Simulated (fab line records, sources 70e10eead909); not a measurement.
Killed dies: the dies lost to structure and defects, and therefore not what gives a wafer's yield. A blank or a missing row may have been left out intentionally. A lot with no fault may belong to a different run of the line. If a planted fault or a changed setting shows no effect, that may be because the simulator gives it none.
fab line records    flow nandHarc    part 1 of 2: steps 1 to 13 of 23
record lots=5  wafers=15  lastDay=30
route steps=1302 shown A_STAIRCASE@667
lots that met no fault: taken from a fault-free run of the same line
startH: hours from the record's opening day to when the first of the lot's shown wafers began    waitH: hours since the lot's step before    " same as the row above    L1.1+2: a row that stands for several wafers    - no value present, or no start provided    * or withheld: withheld    < > ~ a bound
route shown NAME@n: names a module that has steps shown in the file, with the first one's number in the route    usual: the fault-free wafers' mean and standard deviation    same: alike in all rows    chamber/n: place in a boat    sites: each site's reading    _std_site: standard deviation across them    _edge_site: the outer-site mean with the inner-site mean subtracted    radiusMm: how far each site lies from the wafer's centre    mask NAME#n: copy n    behind: the tool/chamber that last shaped the wafer    hold: the reason the lot was held/the length of the hold in hours/how it ended    device: transistor that didn't switch, given as n, p or np    end of line: the tests these same wafers got at the end of their route    a step given without rows: its recipe and nothing more    killed: the dies lost at the first sort to structure and to defects; this is not the yield of the wafer    map: dies across one wafer; x = killed, . = not, _ = none there
set.NAME: the setting as run; set.NAME@STEP: as run at that earlier step    model.NAME: the simulator's own value behind a step, which no gauge read
a table for each step, a row for each wafer; lots at some steps of the route
services: the hour from which a tool's chamber was out of use, counted from the record's first day as startH (under 0 if before that day), plus the number of hours and why
## steps
# step NHARC_A_STAIRCASE_DESCUM_11
# recipe timeS=3  o2FlowSccm=200  arFlowSccm=0  biasPowerW=0  chemistry=O2
# usual chamberPressureMTorr=60.01/0.057  drypumpMotorCurrentA=5.9/0.58  oesProductAu=1.000/0.0078  rfVppV=57.8/0.92  showerheadPlenumPTorr=1.92/0.086  throttleValvePct=11.312/0.0093
lot.wafer  tool        chamber  startH  waitH  chamberPressureMTorr  drypumpMotorCurrentA  oesProductAu  rfHoursCounterH  rfVppV  showerheadPlenumPTorr  throttleValvePct
L078.2     rieDiel-13  0        391.19  -      59.97                 6.5                   1.005         10               56.8    1.85                   11.316
L078.4     "           1        "       "      59.99                 6.6                   0.999         13               58.1    1.97                   11.310
L078.6     "           3        "       "      59.98                 5.7                   1.003         -                58.4    2.07                   11.313
L082.1     rieDiel-13  2        446.11  -      60.13                 4.8                   1.013         31               57.7    1.83                   11.319
L082.6     "           2        "       "      59.99                 4.8                   1.007         -                57.8    1.83                   11.305
L082.5     "           0        "       "      59.95                 6.5                   0.997         -                57.7    1.85                   11.308
L086.3     rieDiel-05  1        469.44  -      60.01                 5.5                   1.008         16               57.5    1.90                   11.309
L086.2     "           0        "       "      60.00                 6.4                   0.994         15               57.1    2.03                   11.295
L086.6     "           1        "       "      59.98                 5.5                   1.001         -                56.9    1.90                   11.306
L087.3     rieDiel-13  3        488.50  -      60.03                 5.7                   0.994         41               57.8    2.06                   11.308
L087.2     "           0        "       "      60.12                 6.4                   0.997         41               56.9    1.84                   11.319
L087.5     "           3        "       "      60.01                 5.7                   1.009         -                58.0    2.06                   11.307
L090.3     rieDiel-13  3        511.92  -      60.15                 5.7                   0.996         48               60.2    2.06                   11.319
L090.2     "           1        "       "      59.94                 6.6                   0.996         52               57.3    1.95                   11.314
L090.6     "           3        "       "      60.04                 5.7                   1.004         -                58.0    2.06                   11.315
# step NHARC_A_STAIRCASE_TRIM_12
# recipe timeS=211.2  o2FlowSccm=500  arFlowSccm=0  biasW=0  chemistry=O2
# usual chamberPressureMTorr=60.00/0.052  drypumpMotorCurrentA=5.9/0.6  oesProductAu=1.001/0.0071  rfVppV=57.8/0.93  showerheadPlenumPTorr=3.53/0.14  throttleValvePct=17.036/0.0095
lot.wafer  tool        chamber  startH  waitH  chamberPressureMTorr  drypumpMotorCurrentA  oesProductAu  rfHoursCounterH  rfVppV  showerheadPlenumPTorr  throttleValvePct
L078.2     rieDiel-13  1        391.26  0.1    60.01                 6.6                   1.009         13               59.0    3.62                   17.051
L078.4     "           0        "       "      60.03                 6.5                   1.007         10               55.9    3.43                   17.046
L078.6     "           1        "       "      60.01                 6.6                   0.995         -                57.4    3.62                   17.041
L082.1     rieDiel-13  1        446.24  0.1    59.97                 6.6                   0.983         28               58.6    3.61                   17.051
L082.6     "           2        "       "      60.01                 4.8                   0.989         -                57.0    3.39                   17.042
L082.5     "           1        "       "      59.90                 6.6                   0.990         -                58.4    3.61                   17.054
L086.3     rieDiel-05  1        469.53  0.1    60.09                 5.6                   1.013         16               57.9    3.50                   17.050
L086.2     "           2        "       "      60.03                 6.2                   1.007         17               58.2    3.41                   17.010
L086.6     "           2        "       "      59.92                 6.2                   0.997         -                57.4    3.41                   17.033
L087.3     rieDiel-13  0        488.59  0.1    60.01                 6.5                   1.003         41               55.2    3.41                   17.033
L087.2     "           1        "       "      59.98                 6.6                   0.993         45               59.9    3.60                   17.045
L087.5     "           0        "       "      60.05                 6.5                   0.994         -                58.8    3.41                   17.019
L090.2     rieDiel-13  3        512.03  0.1    59.96                 5.7                   1.012         48               58.3    3.78                   17.032
L090.3     "           1        "       "      59.94                 6.6                   0.994         52               58.3    3.60                   17.042
L090.6     "           3        "       "      59.93                 5.7                   0.997         -                57.4    3.78                   17.051
# step NHARC_A_STAIRCASE_ETCH_13
# recipe targetDepthA=1000  timeS=40.5  ionEnergyEv=400  c4f8FlowSccm=20  o2FlowSccm=10  arFlowSccm=withheld  rfW=600  biasW=1000  chemistry=C4F8/O2
# usual chamberPressureMTorr=25.003/0.022  oesProductAu=0.944/0.012  rfVppV=896/5.2
lot.wafer  tool        chamber  startH  waitH  chamberPressureMTorr  oesProductAu  rfHoursCounterH  rfVppV
L078.2     rieDiel-13  1        -       -      25.007                0.956         13               900
L078.4     "           0        "       "      25.024                0.972         10               892
L078.6     "           2        "       "      25.018                0.953         -                892
L082.1     rieDiel-13  1        -       -      24.984                0.944         29               899
L082.6     "           1        "       "      25.001                0.941         -                899
L082.5     "           0        "       "      25.002                0.947         -                892
L086.3     rieDiel-05  3        -       -      25.007                0.949         17               895
L086.2     "           0        "       "      25.012                0.933         15               903
L086.6     "           3        "       "      24.981                0.938         -                893
L087.2     rieDiel-13  1        -       -      25.016                0.925         45               900
L087.3     "           3        "       "      24.999                0.933         42               906
L087.5     "           1        "       "      25.004                0.938         -                899
L090.2     rieDiel-13  3        -       -      24.986                0.943         48               904
L090.3     "           2        "       "      24.983                0.941         52               890
L090.6     "           1        "       "      25.042                0.938         -                899
# step NHARC_A_STAIRCASE_TRIM_14
# recipe timeS=211.2  o2FlowSccm=500  arFlowSccm=0  biasW=0  chemistry=O2
# usual chamberPressureMTorr=60.00/0.056  drypumpMotorCurrentA=5.9/0.58  oesProductAu=0.999/0.0071  rfVppV=57.8/0.84  showerheadPlenumPTorr=3.53/0.15  throttleValvePct=17.036/0.01
lot.wafer  tool        chamber  startH  waitH  chamberPressureMTorr  drypumpMotorCurrentA  oesProductAu  rfHoursCounterH  rfVppV  showerheadPlenumPTorr  throttleValvePct
L078.4     rieDiel-13  2        -       -      59.97                 4.8                   1.006         13               55.7    3.40                   17.030
L078.2     "           3        "       "      59.95                 5.7                   0.995         10               58.0    3.80                   17.048
L078.6     "           2        "       "      60.09                 4.8                   1.003         -                58.5    3.40                   17.041
L082.1     rieDiel-13  2        -       -      59.88                 4.8                   1.006         32               56.5    3.39                   17.041
L082.6     "           0        "       "      60.02                 6.5                   1.005         -                57.9    3.42                   17.030
L082.5     "           1        "       "      59.93                 6.6                   1.007         -                57.4    3.61                   17.032
L086.2     rieDiel-05  1        -       -      59.98                 5.5                   1.000         16               56.8    3.50                   17.036
L086.3     "           3        "       "      60.06                 6.1                   1.013         17               57.0    3.51                   17.011
L086.6     "           1        "       "      59.99                 5.5                   1.004         -                58.9    3.50                   17.037
L087.3     rieDiel-13  0        -       -      60.04                 6.4                   0.999         41               56.2    3.41                   17.040
L087.2     "           3        "       "      60.03                 5.7                   0.995         42               59.1    3.78                   17.050
L087.5     "           1        "       "      59.99                 6.6                   0.989         -                57.2    3.60                   17.031
L090.3     rieDiel-13  1        -       -      59.99                 6.6                   0.982         52               58.1    3.60                   17.025
L090.2     "           2        "       "      59.93                 4.8                   0.998         53               56.3    3.38                   17.045
L090.6     "           1        "       "      60.04                 6.6                   0.996         -                56.9    3.60                   17.037
# step NHARC_A_STAIRCASE_ETCH_15
# recipe targetDepthA=1000  timeS=40.5  ionEnergyEv=400  c4f8FlowSccm=20  o2FlowSccm=10  arFlowSccm=withheld  rfW=600  biasW=1000  chemistry=C4F8/O2
# usual chamberPressureMTorr=25.000/0.021  oesProductAu=0.944/0.011  rfVppV=896/5.3
lot.wafer  tool        chamber  startH  waitH  chamberPressureMTorr  oesProductAu  rfHoursCounterH  rfVppV
L078.4     rieDiel-13  3        -       -      24.946                0.960         10               906
L078.2     "           0        "       "      24.998                0.960         10               892
L078.6     "           0        "       "      25.015                0.965         -                893
L082.1     rieDiel-13  2        -       -      25.004                0.936         32               891
L082.6     "           2        "       "      25.020                0.935         -                890
L082.5     "           0        "       "      24.980                0.946         -                892
L086.2     rieDiel-05  0        -       -      24.985                0.938         15               902
L086.3     "           1        "       "      24.975                0.931         16               895
L086.6     "           3        "       "      25.004                0.955         -                895
L087.2     rieDiel-13  1        -       -      24.992                0.954         45               897
L087.3     "           3        "       "      24.972                0.946         42               906
L087.5     "           3        "       "      24.981                0.950         -                905
L090.2     rieDiel-13  3        -       -      24.980                0.932         48               904
L090.3     "           1        "       "      24.991                0.937         52               898
L090.6     "           1        "       "      24.995                0.940         -                899
# step NHARC_A_STAIRCASE_TRIM_16
# recipe timeS=211.2  o2FlowSccm=500  arFlowSccm=0  biasW=0  chemistry=O2
# usual chamberPressureMTorr=60.00/0.052  drypumpMotorCurrentA=5.9/0.58  oesProductAu=1.001/0.0073  rfVppV=57.9/0.89  showerheadPlenumPTorr=3.53/0.14  throttleValvePct=17.035/0.0082
lot.wafer  tool        chamber  startH  waitH  chamberPressureMTorr  drypumpMotorCurrentA  oesProductAu  rfHoursCounterH  rfVppV  showerheadPlenumPTorr  throttleValvePct
L078.2     rieDiel-13  0        -       -      59.99                 6.5                   0.996         10               56.8    3.43                   17.051
L078.4     "           2        "       "      60.02                 4.8                   0.994         13               56.9    3.40                   17.035
L078.6     "           0        "       "      60.01                 6.5                   1.003         -                58.3    3.42                   17.029
L082.1     rieDiel-13  1        -       -      60.02                 6.6                   0.995         29               57.9    3.61                   17.037
L082.6     "           1        "       "      60.00                 6.6                   0.997         -                57.0    3.61                   17.039
L082.5     "           0        "       "      59.98                 6.5                   0.995         -                59.0    3.42                   17.030
L086.3     rieDiel-05  3        -       -      60.02                 6.1                   1.008         17               58.2    3.51                   17.042
L086.2     "           0        "       "      60.04                 6.4                   0.997         15               58.1    3.73                   17.031
L086.6     "           2        "       "      60.07                 6.2                   0.991         -                57.3    3.41                   17.020
L087.2     rieDiel-13  0        -       -      60.02                 6.5                   1.002         41               57.2    3.41                   17.031
L087.3     "           3        "       "      60.04                 5.7                   1.004         42               58.1    3.78                   17.027
L087.5     "           1        "       "      60.01                 6.6                   0.994         -                57.9    3.60                   17.030
L090.2     rieDiel-13  2        -       -      59.97                 4.8                   1.000         53               58.7    3.38                   17.035
L090.3     "           3        "       "      60.07                 5.7                   1.003         48               59.4    3.78                   17.032
L090.6     "           2        "       "      60.07                 4.8                   0.999         -                55.7    3.38                   17.042
# step NHARC_A_STAIRCASE_ETCH_17
# recipe targetDepthA=1000  timeS=40.5  ionEnergyEv=400  c4f8FlowSccm=20  o2FlowSccm=10  arFlowSccm=withheld  rfW=600  biasW=1000  chemistry=C4F8/O2
# usual chamberPressureMTorr=25.001/0.023  oesProductAu=0.944/0.009  rfVppV=896/5.3
lot.wafer  tool        chamber  startH  waitH  chamberPressureMTorr  oesProductAu  rfHoursCounterH  rfVppV
L078.4     rieDiel-13  2        -       -      24.989                0.954         13               892
L078.2     "           0        "       "      25.009                0.957         10               892
L078.6     "           3        "       "      24.990                0.949         -                906
L082.1     rieDiel-13  2        -       -      25.016                0.940         32               890
L082.6     "           1        "       "      24.996                0.938         -                900
L082.5     "           0        "       "      24.979                0.942         -                893
L086.2     rieDiel-05  2        -       -      25.025                0.936         18               893
L086.3     "           1        "       "      24.992                0.932         16               895
L086.6     "           2        "       "      24.988                0.935         -                891
L087.2     rieDiel-13  3        -       -      25.014                0.947         42               906
L087.3     "           0        "       "      24.985                0.954         41               892
L087.5     "           0        "       "      24.977                0.952         -                893
L090.2     rieDiel-13  3        -       -      24.998                0.948         48               905
L090.3     "           1        "       "      24.967                0.944         52               899
L090.6     "           2        "       "      24.979                0.941         -                890
# step NHARC_A_STAIRCASE_TRIM_18
# recipe timeS=211.2  o2FlowSccm=500  arFlowSccm=0  biasW=0  chemistry=O2
# usual chamberPressureMTorr=60.00/0.059  drypumpMotorCurrentA=5.9/0.58  oesProductAu=1.000/0.0064  rfVppV=57.7/0.83  showerheadPlenumPTorr=3.53/0.15  throttleValvePct=17.037/0.0092
lot.wafer  tool        chamber  startH  waitH  chamberPressureMTorr  drypumpMotorCurrentA  oesProductAu  rfHoursCounterH  rfVppV  showerheadPlenumPTorr  throttleValvePct
L078.4     rieDiel-13  0        -       -      60.06                 6.5                   1.012         10               57.4    3.43                   17.045
L078.2     "           2        "       "      59.96                 4.8                   1.009         14               57.5    3.40                   17.037
L078.6     "           0        "       "      60.12                 6.4                   1.000         -                56.6    3.43                   17.024
L082.1     rieDiel-13  1        -       -      60.06                 6.6                   0.998         29               56.8    3.61                   17.041
L082.5     "           0        "       "      59.99                 6.5                   1.003         -                56.3    3.42                   17.042
L082.6     "           1        "       "      59.97                 6.6                   1.001         -                57.1    3.61                   17.040
L086.2     rieDiel-05  1        -       -      60.04                 5.5                   0.999         16               56.7    3.50                   17.028
L086.3     "           0        "       "      60.07                 6.5                   0.994         16               56.7    3.73                   17.057
L086.6     "           1        "       "      60.00                 5.5                   0.992         -                57.6    3.50                   17.053
L087.3     rieDiel-13  1        -       -      60.00                 6.6                   0.995         45               57.5    3.60                   17.029
L087.2     "           3        "       "      60.02                 5.7                   1.001         42               58.4    3.78                   17.039
L087.5     "           0        "       "      59.91                 6.4                   0.993         -                57.0    3.41                   17.034
L090.3     rieDiel-13  1        -       -      60.02                 6.6                   0.994         52               57.4    3.60                   17.053
L090.2     "           2        "       "      59.95                 4.8                   1.002         53               59.2    3.38                   17.034
L090.6     "           1        "       "      60.06                 6.6                   0.994         -                58.2    3.60                   17.022
# step NHARC_A_STAIRCASE_ETCH_19
# recipe targetDepthA=1000  timeS=40.5  ionEnergyEv=400  c4f8FlowSccm=20  o2FlowSccm=10  arFlowSccm=withheld  rfW=600  biasW=1000  chemistry=C4F8/O2
# usual chamberPressureMTorr=25.000/0.023  oesProductAu=0.946/0.0095  rfVppV=896/5.1
lot.wafer  tool        chamber  startH  waitH  chamberPressureMTorr  oesProductAu  rfHoursCounterH  rfVppV
L078.2     rieDiel-13  1        -       -      25.006                0.949         13               899
L078.4     "           3        "       "      25.050                0.955         11               906
L078.6     "           0        "       "      25.011                0.947         -                893
L082.1     rieDiel-13  2        -       -      25.009                0.947         32               890
L082.5     "           0        "       "      25.010                0.940         -                892
L082.6     "           1        "       "      24.991                0.955         -                900
L086.3     rieDiel-05  0        -       -      25.014                0.942         16               904
L086.2     "           1        "       "      24.971                0.944         16               896
L086.6     "           3        "       "      24.983                0.964         -                897
L087.3     rieDiel-13  0        -       -      25.021                0.941         42               891
L087.2     "           1        "       "      25.030                0.939         45               898
L087.5     "           1        "       "      24.940                0.930         -                899
L090.3     rieDiel-13  3        -       -      25.016                0.947         48               906
L090.2     "           1        "       "      25.021                0.954         52               899
L090.6     "           3        "       "      24.975                0.950         -                905
# step NHARC_A_STAIRCASE_TRIM_20
# recipe timeS=211.2  o2FlowSccm=500  arFlowSccm=0  biasW=0  chemistry=O2
# usual chamberPressureMTorr=60.00/0.057  drypumpMotorCurrentA=5.9/0.53  oesProductAu=0.999/0.0074  rfVppV=57.8/0.89  showerheadPlenumPTorr=3.52/0.13  throttleValvePct=17.036/0.0091
lot.wafer  tool        chamber  startH  waitH  chamberPressureMTorr  drypumpMotorCurrentA  oesProductAu  rfHoursCounterH  rfVppV  showerheadPlenumPTorr  throttleValvePct
L078.4     rieDiel-07  0        392.28  0.1    60.08                 5.0                   1.005         25               57.7    3.31                   17.049
L078.2     "           2        "       "      59.97                 5.5                   0.991         26               57.3    3.48                   17.028
L078.6     "           1        "       "      60.09                 6.1                   1.005         -                57.2    3.51                   17.035
L082.1     rieDiel-13  1        447.43  0.1    60.08                 6.6                   1.009         29               57.9    3.61                   17.028
L082.5     "           0        "       "      59.97                 6.5                   1.009         -                57.2    3.42                   17.036
L082.6     "           1        "       "      59.88                 6.6                   1.001         -                58.4    3.61                   17.037
L086.2     rieDiel-07  1        470.55  0.1    59.94                 6.0                   1.010         52               58.5    3.49                   17.042
L086.3     "           3        "       "      60.04                 6.3                   1.001         51               58.3    3.66                   17.033
L086.6     "           1        "       "      60.02                 6.0                   1.001         -                58.6    3.49                   17.037
L087.2     rieDiel-13  1        489.76  0.1    60.00                 6.6                   0.994         45               58.0    3.60                   17.039
L087.3     "           0        "       "      59.90                 6.5                   0.998         42               56.0    3.41                   17.031
L087.5     "           1        "       "      60.01                 6.6                   1.004         -                57.9    3.60                   17.032
L090.3     rieDiel-05  2        513.19  0.1    59.99                 6.2                   0.987         35               55.5    3.40                   17.042
L090.2     "           3        "       "      59.94                 6.1                   1.002         32               57.5    3.50                   17.042
L090.6     "           0        "       "      60.00                 6.4                   1.000         -                58.6    3.72                   17.046
# step NHARC_A_STAIRCASE_ETCH_21
# recipe targetDepthA=1000  timeS=40.5  ionEnergyEv=400  c4f8FlowSccm=20  o2FlowSccm=10  arFlowSccm=withheld  rfW=600  biasW=1000  chemistry=C4F8/O2
# usual chamberPressureMTorr=24.998/0.019  oesProductAu=0.952/0.015  rfVppV=895/5.1
lot.wafer  tool        chamber  startH  waitH  chamberPressureMTorr  oesProductAu  rfHoursCounterH  rfVppV
L078.2     rieDiel-07  2        -       -      24.999                0.966         26               894
L078.4     "           3        "       "      25.001                0.981         24               902
L078.6     "           2        "       "      24.990                0.969         -                895
L082.1     rieDiel-13  0        -       -      24.994                0.957         24               890
L082.6     "           1        "       "      25.021                0.941         -                897
L082.5     "           2        "       "      24.995                0.950         -                892
L086.3     rieDiel-07  3        -       -      25.015                0.977         51               901
L086.2     "           1        "       "      24.945                0.957         52               895
L086.6     "           3        "       "      25.012                0.974         -                900
L087.2     rieDiel-13  3        -       -      24.992                0.943         42               906
L087.3     "           0        "       "      25.017                0.935         42               891
L087.5     "           1        "       "      25.019                0.937         -                899
L090.2     rieDiel-05  3        -       -      25.011                0.968         32               895
L090.3     "           0        "       "      24.973                0.952         32               903
L090.6     "           2        "       "      25.010                0.954         -                891
# step NHARC_A_STAIRCASE_TRIM_22
# recipe timeS=211.2  o2FlowSccm=500  arFlowSccm=0  biasW=0  chemistry=O2
# usual chamberPressureMTorr=60.00/0.054  drypumpMotorCurrentA=5.9/0.58  oesProductAu=0.999/0.0075  rfVppV=57.8/0.86  showerheadPlenumPTorr=3.52/0.15  throttleValvePct=17.036/0.0087
lot.wafer  tool        chamber  startH  waitH  chamberPressureMTorr  drypumpMotorCurrentA  oesProductAu  rfHoursCounterH  rfVppV  showerheadPlenumPTorr  throttleValvePct
L078.4     rieDiel-07  3        -       -      60.02                 6.3                   0.995         24               57.6    3.67                   17.039
L078.2     "           1        "       "      59.98                 6.1                   1.001         27               59.1    3.51                   17.039
L078.6     "           3        "       "      60.00                 6.3                   0.988         -                57.5    3.67                   17.022
L082.1     rieDiel-13  1        -       -      60.05                 6.6                   0.988         29               58.9    3.61                   17.020
L082.5     "           0        "       "      60.00                 6.5                   1.008         -                57.1    3.42                   17.038
L082.6     "           1        "       "      59.94                 6.6                   1.002         -                57.6    3.61                   17.036
L086.3     rieDiel-07  3        -       -      59.98                 6.3                   0.998         51               59.0    3.66                   17.044
L086.2     "           1        "       "      60.13                 6.1                   0.996         52               56.0    3.49                   17.029
L086.6     "           3        "       "      60.04                 6.4                   1.008         -                58.5    3.66                   17.043
L087.3     rieDiel-13  1        -       -      60.01                 6.6                   0.994         45               59.1    3.60                   17.044
L087.2     "           0        "       "      59.98                 6.5                   1.000         42               57.6    3.41                   17.033
L087.5     "           0        "       "      59.94                 6.4                   1.006         -                58.1    3.41                   17.043
L090.3     rieDiel-05  3        -       -      60.05                 6.1                   0.999         32               59.0    3.50                   17.019
L090.2     "           2        "       "      60.08                 6.2                   0.989         35               57.9    3.40                   17.043
L090.6     "           0        "       "      60.02                 6.4                   0.999         -                58.3    3.72                   17.044
# step NHARC_A_STAIRCASE_ETCH_23
# recipe targetDepthA=1000  timeS=40.5  ionEnergyEv=400  c4f8FlowSccm=20  o2FlowSccm=10  arFlowSccm=withheld  rfW=600  biasW=1000  chemistry=C4F8/O2
# usual chamberPressureMTorr=25.000/0.019  oesProductAu=0.947/0.012  rfVppV=895/5.3
lot.wafer  tool        chamber  startH  waitH  chamberPressureMTorr  oesProductAu  rfHoursCounterH  rfVppV
L078.2     rieDiel-07  0        -       -      25.028                0.956         25               887
L078.4     "           1        "       "      25.032                0.963         27               896
L078.6     "           0        "       "      25.020                0.948         -                887
L082.1     rieDiel-13  0        -       -      25.017                0.947         24               891
L082.6     "           2        "       "      24.976                0.943         -                891
L082.5     "           0        "       "      25.019                0.938         -                893
L086.2     rieDiel-07  3        -       -      24.978                0.957         51               901
L086.3     "           1        "       "      25.024                0.962         52               895
L086.6     "           2        "       "      24.985                0.961         -                893
L087.3     rieDiel-13  3        -       -      25.022                0.939         42               907
L087.2     "           0        "       "      25.016                0.933         42               892
L087.5     "           1        "       "      25.010                0.933         -                898
L090.3     rieDiel-05  2        -       -      24.986                0.936         35               890
L090.2     "           3        "       "      25.007                0.944         32               895
L090.6     "           3        "       "      24.971                0.961         -                894
